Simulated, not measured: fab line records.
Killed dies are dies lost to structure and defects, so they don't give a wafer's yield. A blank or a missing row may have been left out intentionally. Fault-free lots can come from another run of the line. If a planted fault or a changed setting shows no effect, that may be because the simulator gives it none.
fab line records | flow n5-finfet | part 2 of 2: steps 27 to 34 of 34
record: lots: 5 | wafers: 15 | last-day: 15
route steps=1938 shown BEOL_M12@1620
lots untouched by any fault: they come from a run of this same line in which no faults occurred
start-h: the number of hours between the record's first day and the start of the first shown wafer of the lot | wait-h: hours elapsed since this lot's preceding step | " as in the row above | L1.1+2: a row that stands for several wafers | - either no value or no given start | * or withheld: withheld | < > ~ a bound
route shown NAME@n: a module of which the file shows steps, and the number in the route of the first | usual: the fault-free wafers' mean and standard deviation | same: alike in all rows | chamber/n: place in a boat | sites: readings site by site | _std_site: standard deviation across them | _edge_site: mean of outer sites minus mean of inner sites | radius-mm: how far each site lies from the wafer's centre | mask NAME#n: copy n | behind: the most recent tool/chamber to have shaped the wafer | hold: cause of the lot's hold/its duration in hours/its outcome | device: names the non-switching transistor (n, p or np) | end of line: the same wafers' tests at the end of the route | a step without rows: its recipe alone | killed: dies that structure and defects cost at the first sort, which is not the same as the wafer's yield | map: per-die view of a wafer (x killed, . not killed, _ where there is no die)
set.NAME: the setting that was run; set.NAME@STEP: the one run at that earlier step | model.NAME: the simulator's own value behind a step, which no gauge read
a table for each step, a row for each wafer; lots at some steps of the route
services: a tool's chamber out of use, with start hour (start-h, from the record's first day; less than 0 if before it), hours out, and reason
== steps ==
step: N5_BEOL_M12_DEGAS_41
recipe: ambient: vacuum | temp-c: 250 | time-s: 60
usual: heater-power-w: 325/37
lot.wafer | tool           | chamber | start-h | wait-h | heater-power-w
L074.1    | pvd-sputter-02 | -       | 227.95  | 0.6    | 245
L074.5    | "              | -       | "       | "      | 359
L074.6    | "              | -       | "       | "      | 240
L075.1    | pvd-sputter-03 | -       | 254.87  | 0.6    | 357
L075.2    | "              | -       | "       | "      | 309
L075.3    | "              | -       | "       | "      | 329
L080.1    | pvd-sputter-03 | -       | 285.87  | 0.3    | 331
L080.4    | "              | -       | "       | "      | 309
L080.5    | "              | -       | "       | "      | 319
L082.1    | pvd-sputter-03 | -       | 306.10  | 1.9    | 315
L082.3    | "              | -       | "       | "      | 320
L082.6    | "              | -       | "       | "      | 339
L088.1    | pvd-sputter-02 | -       | 336.93  | 0.4    | 337
L088.4    | "              | -       | "       | "      | 337
L088.6    | "              | -       | "       | "      | 333
step: N5_BEOL_M12_PRE_CLEAN_42
recipe: gas: H2/He | time-s: 30 | temp-c: 250
usual: heater-power-w: 325/36
lot.wafer | tool           | chamber | start-h | wait-h | heater-power-w
L074.1    | pvd-sputter-02 | -       | 227.99  | 0.0    | 242
L074.5    | "              | -       | "       | "      | 351
L074.6    | "              | -       | "       | "      | 243
L075.1    | pvd-sputter-03 | -       | 254.91  | 0.0    | 360
L075.2    | "              | -       | "       | "      | 315
L075.3    | "              | -       | "       | "      | 332
L080.1    | pvd-sputter-03 | -       | 285.91  | 0.0    | 331
L080.4    | "              | -       | "       | "      | 314
L080.5    | "              | -       | "       | "      | 314
L082.1    | pvd-sputter-03 | -       | 306.14  | 0.0    | 314
L082.3    | "              | -       | "       | "      | 332
L082.6    | "              | -       | "       | "      | 330
L088.1    | pvd-sputter-02 | -       | 336.97  | 0.0    | 339
L088.4    | "              | -       | "       | "      | 339
L088.6    | "              | -       | "       | "      | 335
step: N5_BEOL_M12_SPUTTER_43
recipe: material: TaN | target-thk-a: 150 | temp-c: 50 | bias-v: 168.6 | power-w: 15000 | chamber-pressure-pa: 0.12 | time-s: 24.19
usual: bias-v: 168.7/1.5 | cathode-dc-power-W: 15000/3 | throttle-valve-pct: 30.3/1.2
lot.wafer | tool           | chamber | start-h | wait-h | bias-v | cathode-dc-power-W | throttle-valve-pct
L074.1    | pvd-sputter-02 | -       | 228.03  | 0.0    | 168.1  | 14998              | 29.2
L074.5    | "              | -       | "       | "      | 171.7  | 14997              | 31.8
L074.6    | "              | -       | "       | "      | 168.3  | 15001              | 29.4
L075.1    | pvd-sputter-03 | -       | 254.95  | 0.0    | 171.7  | 14994              | 28.8
L075.2    | "              | -       | "       | "      | 166.8  | 14995              | 32.5
L075.3    | "              | -       | "       | "      | 166.9  | 15003              | 29.4
L080.1    | pvd-sputter-03 | -       | 285.95  | 0.0    | 168.3  | 14997              | 29.6
L080.4    | "              | -       | "       | "      | 168.3  | 15002              | 32.7
L080.5    | "              | -       | "       | "      | 166.7  | 15000              | 32.7
L082.1    | pvd-sputter-03 | -       | 306.18  | 0.0    | 167.6  | 15001              | 32.6
L082.3    | "              | -       | "       | "      | 165.3  | 15002              | 29.5
L082.6    | "              | -       | "       | "      | 168.4  | 15002              | 29.6
L088.1    | pvd-sputter-02 | -       | 337.01  | 0.0    | 169.1  | 15001              | 31.1
L088.4    | "              | -       | "       | "      | 169.2  | 15001              | 30.0
L088.6    | "              | -       | "       | "      | 167.8  | 15003              | 29.9
step: N5_BEOL_M12_SPUTTER_44
recipe: material: Ta | target-thk-a: 100 | temp-c: 50 | bias-v: 80 | power-w: 15000 | chamber-pressure-pa: 0.07 | time-s: 16.13
usual: bias-v: 80.0/0.85 | cathode-dc-power-W: 15000/2.8 | throttle-valve-pct: 30.4/1.2
lot.wafer | tool           | chamber | start-h | wait-h | bias-v | cathode-dc-power-W | throttle-valve-pct
L074.1    | pvd-sputter-02 | -       | 228.11  | 0.0    | 78.9   | 15003              | 29.5
L074.5    | "              | -       | "       | "      | 80.2   | 15002              | 31.4
L074.6    | "              | -       | "       | "      | 80.5   | 15002              | 29.3
L075.1    | pvd-sputter-03 | -       | 255.03  | 0.0    | 80.6   | 15001              | 29.1
L075.2    | "              | -       | "       | "      | 79.3   | 15002              | 32.8
L075.3    | "              | -       | "       | "      | 78.5   | 15009              | 29.9
L080.1    | pvd-sputter-03 | -       | 286.03  | 0.0    | 79.9   | 15001              | 29.8
L080.4    | "              | -       | "       | "      | 80.5   | 14997              | 32.8
L080.5    | "              | -       | "       | "      | 79.4   | 15000              | 32.8
L082.1    | pvd-sputter-03 | -       | 306.26  | 0.0    | 80.4   | 15003              | 32.7
L082.3    | "              | -       | "       | "      | 80.6   | 15000              | 29.7
L082.6    | "              | -       | "       | "      | 80.8   | 15002              | 29.2
L088.1    | pvd-sputter-02 | -       | 337.09  | 0.0    | 79.2   | 14998              | 31.2
L088.4    | "              | -       | "       | "      | 79.9   | 15000              | 30.1
L088.6    | "              | -       | "       | "      | 79.9   | 15001              | 30.2
step: N5_BEOL_M12_SPUTTER_45
recipe: material: Cu | target-thk-a: 800 | temp-c: -20 | bias-v: 60 | power-w: 26000 | chamber-pressure-pa: 0.13 | time-s: 13.33
usual: bias-v: 59.9/0.56 | cathode-dc-power-W: 25999/4.6 | throttle-valve-pct: 30.3/1.2
lot.wafer | tool           | chamber | start-h | wait-h | bias-v | cathode-dc-power-W | throttle-valve-pct
L074.1    | pvd-sputter-02 | -       | 228.19  | 0.0    | 59.7   | 25997              | 29.5
L074.5    | "              | -       | "       | "      | 59.7   | 25999              | 31.5
L074.6    | "              | -       | "       | "      | 59.3   | 25997              | 29.2
L075.1    | pvd-sputter-03 | -       | 255.11  | 0.0    | 59.9   | 25995              | 29.0
L075.2    | "              | -       | "       | "      | 60.7   | 25999              | 32.5
L075.3    | "              | -       | "       | "      | 60.4   | 26001              | 29.7
L080.1    | pvd-sputter-03 | -       | 286.11  | 0.0    | 59.7   | 26006              | 29.4
L080.4    | "              | -       | "       | "      | 59.2   | 26004              | 32.6
L080.5    | "              | -       | "       | "      | 59.0   | 25996              | 32.4
L082.1    | pvd-sputter-03 | -       | 306.34  | 0.0    | 60.9   | 25993              | 32.7
L082.3    | "              | -       | "       | "      | 60.3   | 26000              | 29.5
L082.6    | "              | -       | "       | "      | 59.1   | 26002              | 29.6
L088.1    | pvd-sputter-02 | -       | 337.17  | 0.0    | 60.2   | 25987              | 31.3
L088.4    | "              | -       | "       | "      | 60.4   | 25999              | 30.2
L088.6    | "              | -       | "       | "      | 60.3   | 25989              | 30.0
step: N5_BEOL_M12_ECD_47
recipe: material: Cu | target-thk-a: 7200
lot.wafer  | tool      | chamber | start-h | wait-h
L074.1+5+6 | ecd-cu-02 | 0,1,0   | 228.31  | 0.1
L075.1+2+3 | ecd-cu-01 | 1,0,1   | 255.22  | 0.1
L080.1+4+5 | ecd-cu-02 | 1       | 286.22  | 0.1
L082.1+3+6 | ecd-cu-02 | 1,0,1   | 306.46  | 0.1
L088.1+4+6 | ecd-cu-01 | 1,0,1   | 337.29  | 0.1
step: N5_BEOL_M12_ANNEAL_48
recipe: temp-c: 225 | time-s: 90 | ambient: N2
usual: wafer_temp_C_max: 226.3/0.35
lot.wafer | tool          | chamber | start-h | wait-h | wafer_temp_C_max
L074.1    | rtp-anneal-01 | 0       | 228.45  | 0.1    | 226.0
L074.5    | "             | 0       | "       | "      | 226.2
L074.6    | "             | 0       | "       | "      | 226.1
L075.1    | rtp-anneal-01 | 0       | 255.37  | 0.1    | 226.7
L075.2    | "             | 0       | "       | "      | 225.9
L075.3    | "             | 0       | "       | "      | 226.5
L080.1    | rtp-anneal-02 | 0       | 286.37  | 0.1    | 227.0
L080.4    | "             | 0       | "       | "      | 226.4
L080.5    | "             | 0       | "       | "      | 226.1
L082.1    | rtp-anneal-01 | 0       | 306.60  | 0.1    | 225.9
L082.3    | "             | 0       | "       | "      | 226.1
L082.6    | "             | 0       | "       | "      | 226.1
L088.1    | rtp-anneal-01 | 0       | 337.44  | 0.1    | 226.0
L088.4    | "             | 0       | "       | "      | 226.0
L088.6    | "             | 0       | "       | "      | 226.4
step: N5_BEOL_M12_CMP_49
recipe: stop-on: SiOC | t-overpolish-s: 20.6 | down-force-psi: 1 | platen-rpm: 50 | clearing-platen-down-force-psi: 1.5 | clearing-platen-rpm: 50 | post-cmp-clean: cu-alkaline | target-thk-nm: 320 | clearing-platen-pad-velocity-m-s: 0.99484 | pad-velocity-m-s: 0.99484
usual: barrier-field-endpoint-s: 30.2/0.74 | clearing-platen-down-force-psi: 1.500/0.0031 | motor-current-A: 5.9/0.56 | overpolish-run-s: 20.598/0.0083 | platen-rpm: 50.00/0.034 | slurry-flow-ml-min: 150.0/0.41
lot.wafer | tool   | chamber | start-h | wait-h | barrier-field-endpoint-s | clearing-platen-down-force-psi | motor-current-A | overpolish-run-s | platen-rpm | slurry-flow-ml-min
L074.1    | cmp-02 | 2       | 228.75  | 0.3    | 30.2                     | 1.506                          | 5.8             | 20.590           | 50.04      | 150.4
L074.5    | "      | 2       | "       | "      | 29.2                     | 1.503                          | 5.5             | 20.602           | 50.05      | 150.4
L074.6    | "      | 3       | "       | "      | 29.9                     | 1.497                          | 5.1             | 20.593           | 50.00      | 150.5
L075.3    | cmp-02 | 1       | 255.70  | 0.2    | 31.8                     | 1.498                          | 5.9             | 20.587           | 50.00      | 150.1
L075.1    | "      | 2       | "       | "      | 31.0                     | 1.499                          | 5.3             | 20.581           | 50.00      | 149.7
L075.2    | "      | 3       | "       | "      | 31.1                     | 1.507                          | 5.0             | 20.601           | 50.01      | 150.1
L080.4    | cmp-04 | 2       | 286.66  | 0.1    | 30.8                     | 1.501                          | 6.0             | 20.592           | 49.99      | 149.4
L080.1    | "      | 0       | "       | "      | 29.9                     | 1.497                          | 6.1             | 20.592           | 50.04      | 150.6
L080.5    | "      | 3       | "       | "      | 30.5                     | 1.499                          | 5.8             | 20.590           | 49.99      | 150.0
L082.3    | cmp-04 | 1       | 306.90  | 0.2    | 29.7                     | 1.503                          | 6.3             | 20.591           | 49.96      | 150.1
L082.1    | "      | 2       | "       | "      | 30.3                     | 1.497                          | 5.6             | 20.599           | 50.03      | 150.6
L082.6    | "      | 1       | "       | "      | 29.2                     | 1.502                          | 6.4             | 20.589           | 49.96      | 150.1
L088.1    | cmp-04 | 0       | 337.81  | 0.3    | 30.2                     | 1.505                          | 6.4             | 20.589           | 50.00      | 150.4
L088.4    | "      | 1       | "       | "      | 30.3                     | 1.495                          | 6.0             | 20.605           | 50.03      | 150.2
L088.6    | "      | 2       | "       | "      | 29.6                     | 1.503                          | 6.0             | 20.589           | 49.94      | 149.2
== services ==
tool            | chamber | start-h | hours | kind
cmp-04          | -       | 199.97  | 3.2   | repair
krf-scanner-01  | -       | 203.47  | 6.8   | repair
rie-diel-04     | 1       | 207.48  | 14.3  | repair
rie-diel-04     | -       | 209.64  | 0.6   | repair
rie-diel-04     | 0       | 217.81  | 6.3   | repair
rie-diel-02     | 2       | 227.15  | 4.2   | repair
rie-diel-01     | -       | 238.63  | 15.6  | pm
krf-scanner-02  | -       | 239.64  | 0.6   | repair
rie-diel-02     | 2       | 252.28  | 2.4   | repair
ecd-cu-01       | -       | 258.41  | 6.4   | repair
rie-diel-01     | 0       | 259.64  | 4.1   | repair
rie-diel-02     | -       | 260.12  | 2.8   | pm
krf-scanner-02  | -       | 261.91  | 0.8   | pm
krf-scanner-01  | -       | 292.83  | 1.0   | pm
cmp-04          | -       | 292.86  | 3.3   | pm
rie-diel-04     | -       | 297.70  | 2.8   | pm
cmp-04          | -       | 300.09  | 4.0   | pm
rie-diel-01     | -       | 310.45  | 2.8   | pm
plasma-asher-01 | -       | 313.64  | 3.1   | repair
krf-scanner-02  | -       | 315.73  | 1.3   | pm
krf-scanner-02  | -       | 328.61  | 1.0   | pm
rie-diel-01     | 0       | 331.37  | 1.3   | repair
rie-diel-01     | -       | 334.23  | 0.9   | repair
wet-bench-03    | -       | 336.11  | 3.2   | repair
